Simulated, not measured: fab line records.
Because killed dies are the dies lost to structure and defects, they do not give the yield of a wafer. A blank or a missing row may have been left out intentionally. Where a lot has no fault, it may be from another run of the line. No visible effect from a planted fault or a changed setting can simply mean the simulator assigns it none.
Which tool did it?    flow n5Finfet    29 wafers from 11 lots sampled at 2 of the route's 1938 steps

== WHAT THE GAUGES SHOWED, per wafer ==
N5_BEOL_M0_OCD_MEAS_108.
lot   measured      on      trenchDepthNm (nm)
L199  day 6 06:50   ocd-01  31.4 33.1 31.7
L198  day 7 00:45   ocd-02  32.8 31.0 31.2
L206  day 8 02:28   ocd-02  33.3 33.6 33.7
L207  day 8 09:20   ocd-02  32.3 31.7 32.3
L210  day 9 02:15   ocd-01  33.4 32.8
L214  day 9 22:20   ocd-02  33.2 32.4
L216  day 10 04:40  ocd-01  33.6 34.2 34.0
L218  day 10 19:58  ocd-02  32.3 33.6
L220  day 11 07:38  ocd-01  32.4 32.6 33.2
L219  day 11 07:47  ocd-02  33.2 31.2 31.1
L221  day 11 13:55  ocd-01  32.9 32.7

== WHAT TOOL EACH LOT RAN ON (gives the tool, then ch and the chambers of the sampled wafers, and finally the start) ==
lot   N5_BEOL_M0_STRIP_140
L199  rieDiel-03 ch 1,3, day 6 06:01
L198  rieDiel-06 ch 0,3, day 7 00:27
L206  rieDiel-06 ch 0,3, day 8 02:02
L207  rieDiel-06 ch 1,3, day 8 08:48
L210  rieDiel-06 ch 0,2, day 9 01:57
L214  rieDiel-03 ch 1,2, day 9 22:02
L216  rieDiel-06 ch 0,1, day 10 04:19
L218  rieDiel-03 ch 0,3, day 10 18:55
L220  rieDiel-06 ch 0,2, day 11 07:08
L219  rieDiel-06 ch 0,2,3, day 11 07:19
L221  rieDiel-03 ch 1,2, day 11 13:35
- N5_BEOL_M0_STRIP_140: strips in CF4.

== THE ANSWER, worked out from the rows above alone ==
Rule: the usual values come from the lots themselves. Put in order of their means at a reading, lots are off if they are a third of the lots or fewer, leave a main group of 4 or more, and stand apart from it by a gap of 3 or more times the standard deviation of the main group's means; of several such gaps the widest counts. The tables above print the reading to a certain number of digits; a main group whose means all agree to those digits is not used. A lot without any number at a reading at which 4 lots or more have one is off too. Where the step has rows for the other lots, those lots are counted as sound.
Nothing can be told from this: no lot is off at any reading shown.

== WHAT THE SIMULATOR PUT IN ==
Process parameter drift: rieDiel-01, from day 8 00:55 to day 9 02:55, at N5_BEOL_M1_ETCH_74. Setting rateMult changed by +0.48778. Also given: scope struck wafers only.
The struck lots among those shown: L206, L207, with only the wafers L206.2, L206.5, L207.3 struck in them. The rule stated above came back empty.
